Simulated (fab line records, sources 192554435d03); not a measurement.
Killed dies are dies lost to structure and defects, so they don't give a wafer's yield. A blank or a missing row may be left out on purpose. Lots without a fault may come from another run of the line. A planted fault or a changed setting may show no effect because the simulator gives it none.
Chamber matching | flow n5_finfet | N5_BEOL_M6_ETCH_61 on rie_diel-01: 4 sister chambers
The step etches SiARC in CF4, target depth 45.5 nm, time 75.8 s. 14 wafers are shown with their chamber, then 7 later ones without.

WAFERS WITH THEIR CHAMBER
wafer  | chamber | showerhead_plenum_p_Torr (Torr) | drypump_motor_current_A (A) | oes_product_au (a.u.)
L078.3 | 2       | 2.14                            | 5.6                         | 0.64
L078.5 | 0       | 2.09                            | 6.2                         | 0.70
L078.6 | 1       | 2.26                            | 5.0                         | 0.79
L081.1 | 3       | 2.06                            | 6.2                         | 0.64
L081.3 | 0       | 2.09                            | 6.2                         | 0.70
L081.6 | 1       | 2.26                            | 5.1                         | 0.77
L082.4 | 0       | 2.09                            | 6.3                         | 0.69
L082.5 | 1       | 2.26                            | 5.0                         | 0.77
L082.6 | 3       | 2.06                            | 6.2                         | 0.64
L087.1 | 0       | 2.09                            | 6.2                         | 0.68
L087.4 | 3       | 2.06                            | 6.2                         | 0.64
L087.5 | 0       | 2.09                            | 6.2                         | 0.69
L089.3 | 3       | 2.06                            | 6.2                         | 0.64
L089.4 | 0       | 2.08                            | 6.2                         | 0.68

SIGNATURES (means of the wafers above)
reading                  | chamber 0 | chamber 1 | chamber 2 | chamber 3 | scatter within a chamber
showerhead_plenum_p_Torr | 2.0883    | 2.2600    | 2.1400    | 2.0600    | 0.00289
drypump_motor_current_A  | 6.217     | 5.033     | 5.600     | 6.200     | 0.0387
oes_product_au           | 0.6900    | 0.7767    | 0.6400    | 0.6400    | 0.00816
Rule: a wafer's distance from a chamber is the root of the sum, over the readings, of the square of ((its reading less the chamber's mean) divided by the reading's scatter). The wafer belongs to the nearest chamber; if the next one is less than 2 further off, it can't be placed. The scatter: the root of (the sum of the squares of (reading less its chamber's mean) over the shown wafers, divided by (wafers less chambers)).

WAFERS WITHOUT THEIR CHAMBER
wafer  | showerhead_plenum_p_Torr (Torr) | drypump_motor_current_A (A) | oes_product_au (a.u.)
L089.6 | 2.08                            | 6.2                         | 0.68
L090.2 | 2.25                            | 5.0                         | 0.74
L090.4 | 2.08                            | 6.2                         | 0.67
L090.6 | 2.08                            | 6.2                         | 0.68
L094.3 | 2.13                            | 5.6                         | 0.62
L094.4 | 2.08                            | 6.2                         | 0.67
L094.5 | 2.05                            | 6.2                         | 0.62

WHICH CHAMBER EACH WENT THROUGH
wafer  | from the rows above | in truth
L089.6 | 0                   | 0
L090.2 | 1                   | 1
L090.4 | 0                   | 0
L090.6 | 0                   | 0
L094.3 | 2                   | 2
L094.4 | 0                   | 0
L094.5 | 3                   | 3
Placed correctly: 7 of 7. Can't be placed from these rows: 0. Placed wrongly: 0.
